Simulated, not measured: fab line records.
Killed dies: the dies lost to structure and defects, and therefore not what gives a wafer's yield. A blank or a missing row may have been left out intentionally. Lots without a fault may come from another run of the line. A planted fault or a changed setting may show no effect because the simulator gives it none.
fab line records    flow n5-finfet
record: lots: 7  wafers: 18  last-day: 17
route steps=1938 shown FIN_CUT@165 BEOL_M4@1111 PASSIVATION@1936
lots with no fault: from the same line, run without faults
start-h: hours from the record's first day to the start of the lot's first wafer shown    wait-h: how many hours have passed since the lot's step before this one    " as in the row above    L1.1+2: a single row standing in for several wafers    - either no value or no given start    * or withheld: withheld    < > ~ a bound
route shown NAME@n: a module of which the file shows steps, and the number in the route of the first    usual: mean/standard deviation taken from wafers without a fault    same: alike in all rows    chamber/n: place in a boat    sites: per-site readings    _std_site: the values' standard deviation    _edge_site: inner sites' mean taken away from outer sites' mean    radius-mm: for every site, how far away it sits from the centre of the wafer    mask NAME#n: copy n    behind: the tool/chamber that last shaped the wafer    hold: why the lot was held/for how many hours/how that ended    device: whichever transistor did not switch (one of n, p or np)    end of line: tests run on the same wafers once the route is complete    for a step that has no rows: nothing shown but its recipe    killed: not the wafer's yield, but the dies lost to structure and defects at the first sort    map: per-die view of a wafer (x killed, . not killed, _ where there is no die)
set.NAME: the setting as run; set.NAME@STEP: as run at that earlier step    model.NAME: the simulator's own value behind a step, which no gauge read
lots at selected steps of the route; one table per step, one row per wafer
services: when a tool's chamber went out of use (start-h, in hours from the record's first day, below 0 if earlier), for how many hours, and the reason
== steps ==
step: N5_FIN_CUT_INSPECT_10
recipe: mode: adi  inspect-instrument: brightfield
usual: raw-defect-count: 43/11
lot.wafer  tool               chamber  start-h  wait-h  raw-defect-count
L987.1     defect-inspect-01  -        26.49    0.1     36
L987.3     "                  -        "        "       40
L987.4     "                  -        "        "       25
L990.4     defect-inspect-02  -        45.66    0.0     55
L990.5     "                  -        "        "       58
L990.6     "                  -        "        "       49
L993.2     defect-inspect-01  -        63.00    0.0     42
L993.5     "                  -        "        "       23
L997.4     defect-inspect-01  -        86.62    0.0     42
L997.6     "                  -        "        "       37
L998.2     defect-inspect-02  -        93.26    0.0     46
L998.5     "                  -        "        "       43
L998.6     "                  -        "        "       50
L999.2     defect-inspect-01  -        98.25    0.0     31
L999.6     "                  -        "        "       35
L105.1     defect-inspect-02  -        133.77   0.1     63
L105.2     "                  -        "        "       42
L105.3     "                  -        "        "       46
step: N5_FIN_CUT_DESCUM_13
recipe: chemistry: O2  time-s: 7  source-power-w: 50  bias-power-w: 20  pressure-mtorr: 20  rf-frequency-hz: 2.712e+07  temp-c: 40  resist: CAR-EUV  o2-flow-sccm: 225
usual: drypump-motor-current-A: 5.6/0.43  o2-flow-sccm: 225.1/0.74  oes-product-au: 0.76/0.083  rf-fwd-power-W: 49.41/0.23  rf-vpp-V: 243.0/1.4  showerhead-plenum-p-Torr: 2.07/0.068  throttle-valve-pct: 20.28/0.25
lot.wafer  tool         chamber  start-h  wait-h  drypump-motor-current-A  o2-flow-sccm  oes-product-au  rf-fwd-power-W  rf-hours-counter-h  rf-vpp-V  showerhead-plenum-p-Torr  throttle-valve-pct
L987.1     rie-diel-04  1        26.72    0.2     5.7                      225.0         0.80            49.41           99                  241.0     1.94                      20.19
L987.3     "            0        "        "       5.8                      223.4         0.72            49.54           200                 242.4     2.07                      20.55
L987.4     "            3        "        "       5.2                      225.9         0.73            49.17           162                 241.5     2.00                      20.20
L990.4     rie-diel-04  3        45.70    0.0     5.2                      225.3         0.72            49.09           167                 243.3     2.00                      20.20
L990.5     "            0        "        "       5.8                      224.8         0.70            49.63           -                   242.6     2.06                      20.57
L990.6     "            1        "        "       5.7                      225.3         0.79            49.71           -                   240.8     1.94                      20.17
L993.2     rie-diel-04  0        63.04    0.0     5.8                      223.8         0.70            49.42           209                 243.7     2.06                      20.56
L993.5     "            2        "        "       6.2                      223.7         0.96            49.51           -                   244.4     2.14                      19.89
L997.4     rie-diel-01  2        86.65    0.0     5.2                      224.8         0.80            48.95           103                 242.7     2.03                      20.30
L997.6     "            2        "        "       5.2                      225.7         0.81            49.02           -                   241.5     2.03                      20.30
L998.2     rie-diel-04  3        93.39    0.1     5.2                      225.7         0.71            49.02           179                 241.7     1.99                      20.22
L998.5     "            3        "        "       5.1                      226.7         0.71            49.21           -                   240.5     1.99                      20.21
L998.6     "            2        "        "       6.2                      224.4         0.94            49.73           -                   243.1     2.13                      19.88
L999.2     rie-diel-01  2        98.29    0.0     5.2                      224.0         0.80            48.87           106                 241.3     2.03                      20.29
L999.6     "            0        "        "       5.0                      224.9         0.69            49.05           -                   242.9     2.07                      20.50
L105.1     rie-diel-01  2        133.81   0.0     5.2                      225.2         0.79            48.98           117                 241.9     2.03                      20.32
L105.2     "            0        "        "       5.0                      225.7         0.70            49.54           247                 243.0     2.07                      20.52
L105.3     "            1        "        "       5.8                      224.5         0.87            49.56           60                  242.7     2.04                      20.07
step: N5_FIN_CUT_ETCH_30
recipe: chemistry: N2/H2  target: underlayer  target-depth-a: 130  mask-material: CAR-EUV  time-s: 10.4  ion-energy-ev: 200  pressure-mtorr: 30  source-w: 840  bias-w: 150  n2-flow-sccm: 200  h2-flow-sccm: 200  ends: cleared
usual: drypump-motor-current-A: 5.6/0.43  etch-rf-on-time-s: 10.37/0.13  n2-flow-sccm: 200.1/0.66  oes-product-au: 0.65/0.068  rf-fwd-power-W: 819.7/2.6  rf-vpp-V: 523.3/2.6  showerhead-plenum-p-Torr: 2.52/0.088  throttle-valve-pct: 17.78/0.28
lot.wafer  tool         chamber  start-h  wait-h  drypump-motor-current-A  etch-rf-on-time-s  n2-flow-sccm  oes-product-au  rf-fwd-power-W  rf-hours-counter-h  rf-vpp-V  showerhead-plenum-p-Torr  throttle-valve-pct
L987.1     rie-diel-04  1        26.76    0.0     5.7                      10.32              201.0         0.69            823.4           99                  517.6     2.35                      17.49
L987.3     "            0        "        "       5.8                      10.23              199.6         0.62            818.8           200                 521.9     2.52                      18.15
L987.4     "            3        "        "       5.2                      10.03              200.1         0.64            821.1           162                 521.7     2.44                      17.63
L990.4     rie-diel-04  3        45.73    0.0     5.2                      10.13              199.7         0.63            820.1           167                 520.4     2.43                      17.64
L990.5     "            0        "        "       5.8                      10.20              198.9         0.61            820.1           -                   523.7     2.52                      18.15
L990.6     "            1        "        "       5.7                      10.21              199.3         0.68            820.7           -                   520.1     2.35                      17.50
L993.2     rie-diel-04  0        63.07    0.0     5.8                      10.27              200.3         0.61            822.5           209                 524.0     2.52                      18.16
L993.5     "            2        "        "       6.2                      10.35              202.0         0.80            821.0           -                   524.0     2.59                      17.31
L997.4     rie-diel-01  2        86.69    0.0     5.2                      10.51              199.5         0.69            820.4           103                 521.3     2.45                      17.67
L997.6     "            2        "        "       5.2                      10.49              200.9         0.69            818.5           -                   522.2     2.45                      17.67
L998.2     rie-diel-04  3        93.43    0.0     5.2                      10.16              200.9         0.62            821.6           179                 519.6     2.43                      17.66
L998.5     "            3        "        "       5.2                      10.18              200.0         0.63            823.4           -                   520.2     2.43                      17.65
L998.6     "            2        "        "       6.3                      10.43              199.1         0.78            821.1           -                   527.4     2.59                      17.32
L999.2     rie-diel-01  2        98.32    0.0     5.2                      10.50              199.4         0.69            819.8           106                 520.6     2.45                      17.68
L999.6     "            0        "        "       5.0                      10.52              198.8         0.59            825.1           -                   521.1     2.52                      18.03
L105.1     rie-diel-01  2        133.84   0.0     5.2                      10.64              200.7         0.68            820.5           117                 521.9     2.45                      17.69
L105.2     "            0        "        "       5.0                      10.41              199.7         0.59            821.1           247                 523.0     2.52                      18.05
L105.3     "            1        "        "       5.8                      10.27              199.9         0.74            818.5           60                  524.1     2.49                      17.61
step: N5_FIN_CUT_ETCH_20
recipe: chemistry: CF4  target: SiARC  target-depth-a: 260  mask-material: CAR-EUV  time-s: 43.3  ion-energy-ev: 80  pressure-mtorr: 40  source-w: 545  bias-w: 36  Ar_flow_sccm: 100  cf4-flow-sccm: 100  ends: cleared
step: N5_FIN_CUT_ETCH_21
recipe: chemistry: N2/H2  target: SOC  target-depth-a: 2190  overetch-a: 438  mask-material: SiARC  temp-c: 40  ion-energy-ev: 100  bias-w: 61  time-s: 523.5  pressure-mtorr: 30  source-w: 850  n2-flow-sccm: 200  h2-flow-sccm: 200
step: N5_FIN_CUT_STRIP_23
recipe: chemistry: N2/H2  temp-c: 40  n2-flow-sccm: 200  h2-flow-sccm: 200  rf-frequency-hz: 6e+07
step: N5_FIN_CUT_STRIP_31
recipe: chemistry: N2/H2  temp-c: 40  n2-flow-sccm: 200  h2-flow-sccm: 200  rf-frequency-hz: 6e+07
step: N5_FIN_CUT_STRIP_24
recipe: chemistry: CF4  resist: SiARC  power-w: 300  bias-power-w: 75  pressure-mtorr: 50  cf4-flow-sccm: 150  rf-frequency-hz: 6e+07
step: N5_FIN_CUT_CUT_ETCH_26
recipe: chemistry: CH3F/O2  target: SiNx  target-depth-a: 390  mask-material: SOC  time-s: 55.7  pressure-mtorr: 30  source-w: 395  bias-w: 73  Ar_flow_sccm: 150  CH3F_flow_sccm: 30  O2_flow_sccm: 20  ion-energy-ev: 120
usual: drypump-motor-current-A: 5.6/0.43  oes-product-au: 0.76/0.08  rf-fwd-power-W: 391.5/1.8  rf-vpp-V: 296/6.1  showerhead-plenum-p-Torr: 1.99/0.069  throttle-valve-pct: 16.29/0.24
lot.wafer  tool         chamber  start-h  wait-h  drypump-motor-current-A  oes-product-au  rf-fwd-power-W  rf-hours-counter-h  rf-vpp-V  showerhead-plenum-p-Torr  throttle-valve-pct
L987.1     rie-diel-04  1        27.16    0.0     5.7                      0.80            391.3           99                  292       1.85                      16.07
L987.3     "            0        "        "       5.8                      0.72            393.7           200                 297       1.97                      16.54
L987.4     "            3        "        "       5.1                      0.73            389.8           162                 291       1.92                      16.23
L990.4     rie-diel-04  3        46.13    0.0     5.2                      0.74            388.1           167                 291       1.92                      16.25
L990.5     "            0        "        "       5.7                      0.72            393.9           -                   296       1.97                      16.53
L990.6     "            1        "        "       5.7                      0.79            393.3           -                   291       1.85                      16.06
L993.2     rie-diel-04  0        63.47    0.0     5.8                      0.71            393.3           209                 297       1.97                      16.54
L993.5     "            2        "        "       6.2                      0.94            393.5           -                   301       2.06                      15.88
L997.4     rie-diel-01  2        87.09    0.0     5.2                      0.82            387.0           104                 299       1.94                      16.22
L997.6     "            2        "        "       5.2                      0.81            388.4           -                   301       1.94                      16.21
L998.2     rie-diel-04  3        93.83    0.0     5.1                      0.72            389.7           180                 293       1.91                      16.29
L998.5     "            3        "        "       5.1                      0.72            390.3           -                   292       1.91                      16.28
L998.6     "            2        "        "       6.2                      0.91            390.6           -                   299       2.06                      15.90
L999.2     rie-diel-01  2        98.72    0.0     5.2                      0.81            387.1           106                 299       1.94                      16.22
L999.6     "            0        "        "       5.0                      0.69            391.5           -                   292       1.99                      16.51
L105.1     rie-diel-01  2        134.24   0.0     5.2                      0.79            388.3           117                 300       1.93                      16.22
L105.2     "            0        "        "       5.0                      0.68            389.3           247                 294       1.98                      16.52
L105.3     "            1        "        "       5.8                      0.86            394.4           60                  288       1.96                      16.09
step: N5_FIN_CUT_CUT_ETCH_27
recipe: chemistry: CHF3/O2  target: SiO2  target-depth-a: 40  mask-material: SOC  overetch-a: 20  time-s: 4.9  pressure-mtorr: 30  source-w: 650  bias-w: 170  Ar_flow_sccm: 200  CHF3_flow_sccm: 50  O2_flow_sccm: 5  ion-energy-ev: 200
usual: drypump-motor-current-A: 5.6/0.43  oes-product-au: 0.60/0.063  rf-fwd-power-W: 644.3/2.8  rf-vpp-V: 522/11  showerhead-plenum-p-Torr: 2.39/0.079  throttle-valve-pct: 18.74/0.23
lot.wafer  tool         chamber  start-h  wait-h  drypump-motor-current-A  oes-product-au  rf-fwd-power-W  rf-hours-counter-h  rf-vpp-V  showerhead-plenum-p-Torr  throttle-valve-pct
L987.1     rie-diel-04  1        27.21    0.0     5.7                      0.63            643.2           99                  515       2.24                      18.55
L987.3     "            0        "        "       5.8                      0.57            644.5           200                 522       2.37                      18.97
L987.4     "            3        "        "       5.1                      0.58            641.6           162                 513       2.32                      18.70
L990.4     rie-diel-04  3        46.18    0.0     5.1                      0.57            643.2           167                 515       2.32                      18.71
L990.5     "            0        "        "       5.8                      0.57            644.4           -                   522       2.37                      18.96
L990.6     "            1        "        "       5.6                      0.63            642.9           -                   514       2.24                      18.56
L993.2     rie-diel-04  0        63.52    0.0     5.8                      0.57            648.7           209                 524       2.37                      18.96
L993.5     "            2        "        "       6.2                      0.75            647.9           -                   528       2.48                      18.38
L997.4     rie-diel-01  2        87.13    0.0     5.2                      0.64            640.1           104                 530       2.34                      18.69
L997.6     "            2        "        "       5.2                      0.65            640.4           -                   529       2.34                      18.69
L998.2     rie-diel-04  3        93.88    0.0     5.2                      0.56            644.0           180                 513       2.31                      18.72
L998.5     "            3        "        "       5.2                      0.56            638.8           -                   515       2.31                      18.73
L998.6     "            2        "        "       6.2                      0.73            644.2           -                   530       2.47                      18.35
L999.2     rie-diel-01  2        98.77    0.0     5.2                      0.64            638.3           106                 528       2.34                      18.70
L999.6     "            0        "        "       5.0                      0.54            643.7           -                   518       2.40                      18.97
L105.1     rie-diel-01  2        134.29   0.0     5.2                      0.63            639.3           117                 529       2.33                      18.72
L105.2     "            0        "        "       4.9                      0.55            645.7           247                 517       2.39                      18.95
L105.3     "            1        "        "       5.8                      0.68            644.2           60                  511       2.36                      18.55
step: N5_FIN_CUT_PRECLEAN_35
recipe: time-s: 13.3  temp-c: 45  pressure-torr: 125  p-hf-torr: 3  p-coreactant-torr: 25  chemistry: vHF
usual: drypump-motor-current-A: 5.6/0.34
lot.wafer  tool           chamber  start-h  wait-h  drypump-motor-current-A
L987.1     vapor-etch-02  0        27.27    0.0     5.4
L987.3     "              0        "        "       5.4
L987.4     "              1        "        "       6.2
L990.4     vapor-etch-01  1        46.27    0.1     5.4
L990.5     "              1        "        "       5.4
L990.6     "              0        "        "       5.4
L993.2     vapor-etch-02  0        63.59    0.0     5.3
L993.5     "              0        "        "       5.3
L997.4     vapor-etch-01  1        87.22    0.1     5.4
L997.6     "              0        "        "       5.4
L998.2     vapor-etch-02  0        93.94    0.0     5.3
L998.5     "              0        "        "       5.3
L998.6     "              1        "        "       6.2
L999.2     vapor-etch-01  1        98.84    0.0     5.4
L999.6     "              1        "        "       5.4
L105.1     vapor-etch-02  1        134.36   0.0     6.2
L105.2     "              0        "        "       5.3
L105.3     "              1        "        "       6.2
step: N5_FIN_CUT_CUT_ETCH_15
recipe: chemistry: HBr/Cl2/O2  target: Si  target-depth-a: 1000  bt-time-s: 10  mask-material: SOC  time-s: 42.4  ion-energy-ev: *  bias-w: *  pressure-mtorr: 10  icp-w: 800  HBr_flow_sccm: 150  Cl2_flow_sccm: 80  O2_flow_sccm: 12
step: N5_FIN_CUT_CUT_ETCH_28
recipe: chemistry: HBr/Cl2/O2  target: Si  target-depth-a: 60  mask-material: SOC  time-s: 2.4  ion-energy-ev: *  bias-w: *  pressure-mtorr: 10  icp-w: 800  HBr_flow_sccm: 150  Cl2_flow_sccm: 80  O2_flow_sccm: 12
usual: HBr_flow_sccm: 150.0/0.42  drypump-motor-current-A: 5.6/0.32  oes-product-au: 1.003/0.017  rf-fwd-power-W: *  throttle-valve-pct: 37.12/0.28
lot.wafer  tool       chamber  start-h  wait-h  HBr_flow_sccm  drypump-motor-current-A  oes-product-au  rf-fwd-power-W  rf-hours-counter-h  throttle-valve-pct  model.etch.depth-nm
L987.1     rie-si-02  0        27.41    0.0     149.8          5.7                      1.003           *               139                 37.15               6.067
L987.3     "          1        "        "       149.9          5.7                      1.015           *               37                  36.66               6.076
L987.4     "          3        "        "       150.5          5.5                      0.985           *               177                 37.09               6.028
L990.4     rie-si-06  2        46.43    0.0     150.1          5.3                      1.034           *               -                   37.27               6.052
L990.5     "          0        "        "       150.5          5.5                      0.992           *               -                   36.78               5.947
L990.6     "          3        "        "       149.6          5.9                      0.999           *               -                   37.19               6.027
L993.2     rie-si-06  1        63.72    0.0     149.7          5.1                      1.049           *               0                   37.19               10.04
L993.5     "          2        "        "       150.3          5.3                      1.032           *               -                   37.28               6.103
L997.4     rie-si-06  1        87.34    0.0     150.2          5.1                      1.045           *               1                   37.17               10.08
L997.6     "          2        "        "       150.6          5.3                      1.029           *               -                   37.27               6.113
L998.2     rie-si-05  3        94.08    0.0     149.2          6.5                      1.021           *               28                  37.99               5.946
L998.5     "          3        "        "       149.8          6.5                      1.011           *               -                   37.98               5.868
L998.6     "          0        "        "       149.9          6.1                      0.983           *               -                   37.15               6.062
L999.2     rie-si-06  3        98.97    0.0     150.0          5.9                      1.060           *               163                 37.15               10.47
L999.6     "          1        "        "       151.0          5.1                      0.989           *               -                   37.22               5.865
L105.1     rie-si-02  3        134.49   0.0     149.8          5.5                      0.985           *               178                 37.06               5.981
L105.2     "          0        "        "       149.9          5.7                      1.005           *               141                 37.17               6.026
L105.3     "          1        "        "       149.9          5.7                      1.017           *               39                  36.68               5.969
step: N5_FIN_CUT_STRIP_22
recipe: chemistry: N2/H2  power-w: 500  temp-c: 40  pressure-mtorr: 50  rf-frequency-hz: 6e+07  overash-fraction: 0.3  bias-power-w: 8  h2-frac: 0.5  n2-flow-sccm: 300  h2-flow-sccm: 300
step: N5_BEOL_M4_RC_MEAS_101
usual: DIBL_N: 36.5/1.4  DIBL_P: 36.6/1.9  IOFF_N: 0.167/0.029  IOFF_P: 0.21/0.033  ION_N: 674/12  ION_P: 460/8.9  SS_N: 71.6/0.57  SS_P: 73.4/0.61  VT_N: 249/3.3  VT_P: -250/3.3
lot.wafer  tool       chamber  start-h  wait-h  DIBL_N[mV/V]  DIBL_P[mV/V]  IOFF_N[nA/um]  IOFF_P[nA/um]  ION_N[uA/um]  ION_P[uA/um]  SS_N[mV/dec]  SS_P[mV/dec]  VT_N[mV]  VT_P[mV]
L987.1     prober-01  0        178.00   0.0     35.2          33.8          0.144          0.21           669           465           71.0          72.8          249       -252
L987.3     "          0        "        "       35.0          33.6          0.147          0.21           681           467           70.3          72.9          252       -247
L987.4     "          0        "        "       36.0          33.8          0.158          0.21           675           468           70.6          73.5          251       -248
L990.4     prober-02  0        181.71   0.5     35.8          35.8          0.140          0.21           670           461           71.5          73.5          254       -252
L990.5     "          0        "        "       36.9          38.3          0.173          0.25           686           469           71.6          73.7          247       -249
L990.6     "          0        "        "       36.0          36.5          0.156          0.22           675           463           71.0          73.2          251       -249
L993.2     prober-01  0        203.92   0.2     36.1          36.4          0.167          0.21           683           464           72.5          74.3          251       -254
L993.5     "          0        "        "       35.1          35.9          0.159          0.21           660           450           72.1          73.7          250       -251
L997.4     prober-02  0        226.72   0.5     37.6          39.1          0.172          0.20           671           453           71.9          73.3          250       -253
L997.6     "          0        "        "       37.1          38.3          0.155          0.18           677           451           72.5          73.8          252       -253
L998.2     prober-01  0        233.54   0.2     35.3          35.9          0.150          0.21           681           464           71.1          72.5          250       -250
L998.5     "          0        "        "       37.7          38.1          0.179          0.26           676           466           71.7          73.1          246       -245
L998.6     "          0        "        "       36.4          37.5          0.161          0.24           685           478           71.1          73.1          248       -249
L999.2     prober-02  0        242.24   0.2     38.6          40.1          0.216          0.23           691           465           72.2          74.6          244       -252
L999.6     "          0        "        "       37.2          37.6          0.186          0.19           674           450           71.9          74.1          244       -253
L105.1     prober-01  0        289.23   0.0     36.2          35.8          0.151          0.19           667           455           72.2          73.4          252       -252
L105.2     "          0        "        "       38.6          39.5          0.195          0.25           667           460           72.0          74.2          248       -249
L105.3     "          0        "        "       38.4          38.6          0.184          0.23           688           466           71.4          73.7          249       -250
step: N5_PASSIVATION_PROBE_49
usual: defect-limited-yield: 91.2/1.6  killed_at_M0_to_M3: 34/11  killed_at_M4_up: 14/5.7  killed-at-contacts: 14/6.6  killed-at-front-end: 37/10  killed-at-other: 4/3.2  killed-dies: 104/19  killed-open: 69/13  killed-short: 33/8.7  sort_bin_5_function: 5.1/1  sort_bin_6_memory: 3.3/0.76  sort-n-pass: 1076/19  sort-yield-pct: 91.2/1.6
same: gross-dies: 1180  killed-at-back-side: 0  sort_bin_4_leakage[%]: 0  sort_bin_8_speed[%]: 0
lot.wafer  tool       chamber  start-h  wait-h  defect-limited-yield[%]  killed_at_M0_to_M3  killed_at_M4_up  killed-at-contacts  killed-at-front-end  killed-at-other  killed-dies  killed-open  killed-short  sort_bin_5_function[%]  sort_bin_6_memory[%]  sort-n-pass  sort-yield-pct[%]
L990.4     prober-02  -        275.91   0.2     93.0                     17                  18               14                  25                   9                83           48           30            4.0                     2.6                   1097         93.0
L990.5     prober-02  -        275.96   0.2     91.7                     32                  22               5                   37                   2                98           70           26            5.0                     3.1                   1082         91.7
L990.6     prober-02  -        276.01   0.3     93.1                     13                  9                7                   50                   3                82           53           25            4.1                     2.5                   1098         93.1
L993.2     prober-01  -        297.44   0.1     91.6                     23                  8                13                  44                   11               99           67           32            5.0                     3.1                   1081         91.6
L997.4     prober-01  -        326.42   0.2     88.1                     36                  19               14                  58                   14               141          94           45            6.7                     5.3                   1039         88.1
L998.2     prober-01  -        331.53   0.1     88.8                     46                  13               28                  41                   4                132          87           43            6.8                     4.1                   1048         88.8
L998.5     prober-01  -        331.68   0.2     90.3                     37                  12               21                  35                   10               115          79           36            5.9                     3.4                   1065         90.3
L998.6     prober-01  -        331.73   0.3     90.1                     46                  18               10                  34                   9                117          78           34            5.9                     3.1                   1063         90.1
L999.2     prober-02  -        343.87   0.1     91.4                     37                  17               8                   39                   1                102          72           28            6.0                     2.5                   1078         91.4
L999.6     prober-02  -        344.07   0.3     92.8                     26                  12               9                   30                   8                85           50           30            4.3                     2.7                   1095         92.8
killed by level:class
L990.4 MOL_CONTACT_COAG:geometric-particle:open=10 STI_FIN_REVEAL:geometric-particle:open=6 BEOL_M0_SAQP:geometric-particle:short=5 BEOL_M4:geometric-particle:open=5 GATE_CUT:geometric-particle:short=4 MOL_CONTACT_COAG:geometric-particle:short=4 MIM_BOT:geometric-particle:short=4 BEOL_M1:geometric-particle:open=3
L990.5 STI_FIN_REVEAL:geometric-particle:open=16 BEOL_M0_SAQP:geometric-particle:short=8 BEOL_M4:geometric-particle:open=7 FIN_SAQP:geometric-particle:open=6 BEOL_M1:geometric-particle:open=6 BEOL_M0_SAQP:geometric-particle:open=5 BEOL_M5:geometric-particle:open=5 MOL_CONTACT_COAG:geometric-particle:open=4
L990.6 STI_FIN_REVEAL:geometric-particle:open=14 FIN_SAQP:geometric-particle:short=8 FIN_SAQP:geometric-particle:open=6 MOL_CONTACT_COAG:geometric-particle:open=6 DUMMY_GATE:geometric-particle:open=5 BEOL_M4:geometric-particle:open=5 STI_FIN_REVEAL:geometric-particle:short=3 DUMMY_GATE:geometric-particle:short=3
L993.2 MOL_CONTACT_COAG:geometric-particle:open=11 FIN_SAQP:geometric-particle:open=9 GATE_CUT:geometric-particle:short=9 BEOL_M1:geometric-particle:open=7 STI_FIN_REVEAL:geometric-particle:open=6 STARTING-WAFER:geometric-particle:open=6 PASS1_CAP:geometric-particle:short=5 GATE_CUT:geometric-particle:open=4
L997.4 FIN_SAQP:geometric-particle:open=16 BEOL_M2:geometric-particle:open=14 GATE_CUT:geometric-particle:short=12 MOL_CONTACT_COAG:geometric-particle:open=12 BEOL_M0_SAQP:geometric-particle:open=8 BEOL_M0_SAQP:geometric-particle:short=8 BEOL_M4:geometric-particle:open=8 PAD_METAL:geometric-particle:open=7
L998.2 MOL_CONTACT_COAG:geometric-particle:open=24 BEOL_M0_SAQP:geometric-particle:short=13 FIN_SAQP:geometric-particle:short=11 BEOL_M0_SAQP:geometric-particle:open=11 STI_FIN_REVEAL:geometric-particle:open=10 BEOL_M2:geometric-particle:open=9 BEOL_M4:geometric-particle:open=7 DUMMY_GATE:geometric-particle:open=7
L998.5 MOL_CONTACT_COAG:geometric-particle:open=20 FIN_SAQP:geometric-particle:open=11 BEOL_M2:geometric-particle:open=10 FIN_SAQP:geometric-particle:short=8 BEOL_M3:geometric-particle:open=8 STI_FIN_REVEAL:geometric-particle:open=7 BEOL_M0_SAQP:geometric-particle:short=6 BEOL_M4:geometric-particle:open=6
L998.6 BEOL_M0_SAQP:geometric-particle:open=15 BEOL_M3:geometric-particle:open=11 MOL_CONTACT_COAG:geometric-particle:open=9 BEOL_M0_SAQP:geometric-particle:short=8 STI_FIN_REVEAL:geometric-particle:open=7 BEOL_M1:geometric-particle:open=7 BEOL_M4:geometric-particle:open=7 FIN_SAQP:geometric-particle:open=4
L999.2 BEOL_M0_SAQP:geometric-particle:open=12 FIN_SAQP:geometric-particle:open=7 BEOL_M2:geometric-particle:open=7 ILD0:geometric-particle:open=6 MOL_CONTACT_COAG:geometric-particle:open=6 DUMMY_GATE:geometric-particle:open=5 FIN_SAQP:geometric-particle:short=4 BEOL_M0_SAQP:geometric-particle:short=4
L999.6 FIN_SAQP:geometric-particle:open=12 MOL_CONTACT_COAG:geometric-particle:open=8 BEOL_M0_SAQP:geometric-particle:open=7 BEOL_M1:geometric-particle:open=5 BEOL_M2:geometric-particle:open=5 FIN_SAQP:geometric-particle:short=4 GATE_CUT:geometric-particle:short=4 BEOL_M0_SAQP:geometric-particle:short=4
== services ==
tool           chamber  start-h  hours  kind
rie-diel-01    1        8.71     4.3    repair
rie-si-06      1        21.48    -      clean
rie-si-06      1        21.48    -      consumable-replace:focus-ring
rie-si-06      1        21.48    25.5   scheduled-down
rie-si-06      1        21.48    25.5   vent-cycle
rie-si-02      1        80.68    5.7    repair
rie-diel-04    0        90.90    7.5    repair
rie-si-02      3        92.27    2.7    repair
rie-si-05      1        105.88   -      clean
rie-si-05      1        105.88   23.8   scheduled-down
rie-si-05      1        105.88   23.8   vent-cycle
vapor-etch-01  1        128.25   3.4    repair
== key ==
first-sign: step: N5_FIN_CUT_CUT_ETCH_28  reading: oes-product-au  direction: up  sigmas: 2.8  usual: 1.003  struck: 1.052
effect none on later readings
model-effect: step: N5_FIN_CUT_CUT_ETCH_28  value: etch.depth-nm  without: 5.938  struck: 10.2
met-at N5_FIN_CUT_CUT_ETCH_28
struck-wafers L993.2,L997.4,L999.2
onset-between 46.43 63.72
fault: kind: process-parameter-drift  tool: rie-si-06  chamber: -  onset-h: 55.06  steps: N5_FIN_CUT_CUT_ETCH_28  channel: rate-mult  offset: 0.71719  shape: step  end-h: 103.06  scope: struck-wafers-only
